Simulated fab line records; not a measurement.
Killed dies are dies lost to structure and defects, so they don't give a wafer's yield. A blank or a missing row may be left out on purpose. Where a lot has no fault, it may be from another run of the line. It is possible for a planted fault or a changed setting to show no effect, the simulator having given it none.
Split-lot trial	flow n5-finfet	21 wafers read across 7 lots, on a route 1938 steps long

== SPLIT DETAILS ==
At N5_HKMG_FIN_ETCH_54 (etches SiARC in CF4, target depth 45.5 nm, time 75.8 s), the setting source-w was moved away from the recipe's 545 W on 7 of the 21 wafers read, by -15.2% to +15.7%. The other wafers ran this setting at the recipe's value.

The reading is taken at the split's own step.

== THE READING ==
rf-vpp-V, in V, at N5_HKMG_FIN_ETCH_54 (etches SiARC in CF4, target depth 45.5 nm, time 75.8 s). Typical for fault-free wafers on this fab line: 184.2 V, with standard deviation 1.2 V.

wafer	tool, chamber at the split	source-w as run, W	against the recipe	rf-vpp-V, V	against lot-mates on the recipe
L075.1	rie-diel-06, 1	545	recipe	182.4	-
L075.2	rie-diel-06, 3	545	recipe	185.6	-
L075.4	rie-diel-06, 2	545	recipe	183.9	-
L079.3	rie-diel-05, 3	630.4	+15.7%	174.7	-9.4
L079.4	rie-diel-05, 2	630.4	+15.7%	173.0	-11.1
L079.5	rie-diel-05, 3	545	recipe	184.1	-
L086.2	rie-diel-02, 0	545	recipe	184.5	-
L086.4	rie-diel-02, 1	545	recipe	185.7	-
L086.6	rie-diel-02, 0	545	recipe	184.4	-
L087.3	rie-diel-05, 1	545	recipe	184.0	-
L087.5	rie-diel-05, 0	545	recipe	182.5	-
L087.6	rie-diel-05, 3	545	recipe	187.4	-
L091.2	rie-diel-02, 3	545	recipe	183.2	-
L091.3	rie-diel-02, 2	545	recipe	185.4	-
L091.4	rie-diel-02, 0	461.9	-15.2%	195.4	+11.1
L095.1	rie-diel-02, 0	475.7	-12.7%	193.2	+9.4
L095.4	rie-diel-02, 2	475.7	-12.7%	193.7	+9.9
L095.5	rie-diel-02, 3	545	recipe	183.8	-
L096.3	rie-diel-02, 1	591.7	+8.6%	181.1	-1.7
L096.4	rie-diel-02, 3	545	recipe	182.8	-
L096.5	rie-diel-02, 3	591.7	+8.6%	178.0	-4.8

FIT RESULTS
A straight line over all 21 wafers: rf-vpp-V changes by -0.68 V for each +1% of source-w; r = -0.97; the points scatter about the line by 1.3 V.
The same after taking each lot's own level away (the mean of its wafers on the recipe; 21 wafers): -0.666 V for each +1%; r = -0.96; scatter 1.4 V.
On that fit, the largest move of source-w shifts the reading by 10 V.
From 182.80 to 184.87 V: that is the span of the lots' own levels, equal to 1.7 times the standard deviation above.
So the lot-to-lot level changes the slope little: the two slopes agree.
Check: for one of the wafers moved furthest among these (+15.7%), held out of the fit, the line's prediction against its lot-mates is -10.2 V. Against them it came out at -9.4 V.
Tool readings at the split's step, against how far the setting was moved: etch-rf-on-time-s r = -0.95; rf-vpp-V r = -0.97.

== OTHER SPLITS ON THESE WAFERS ==
Note: prior to the reading, these wafers also went through further splits. Each is held against what the fit with the lots' levels taken away leaves over:
other split on the same wafers	wafers away from the commonest value	r with rf-vpp-V (lot level and that fit taken away)
N5_ZERO_LAYER_ETCH_18 bias-w	9	+0.25
N5_PMOS_HMC_CHANNEL_EPI_PEB_07 peb-time-s	7	-0.04
N5_FIN_SAQP_EXPOSE_13 dose-mj	8	+0.16
N5_DUMMY_GATE_COAT_28 spin-rpm	8	+0.04
N5_SD_EPI_N_EPI_21 time-s	6	+0.23
N5_SDB_ALD_29 ald-cycles	8	+0.02
N5_SDB_CMP_30 platen-rpm	2	-0.05

== THE WHOLE CHAIN: every reading that the file lists as answering this split, in the file's order ==
step	what it does	reading	change (the file's fit)	r (the file's)
N5_HKMG_FIN_ETCH_54	etches SiARC in CF4, target depth 45.5 nm, time 75.8 s	etch-rf-on-time-s	withheld for each +1% of the setting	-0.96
N5_HKMG_FIN_ETCH_54	etches SiARC in CF4, target depth 45.5 nm, time 75.8 s	rf-vpp-V	-0.673 V for each +1% of the setting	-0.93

== THE FILE'S OWN FIT ==
rf-vpp-V changes by -0.673 V for each +1% of source-w, r = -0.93.
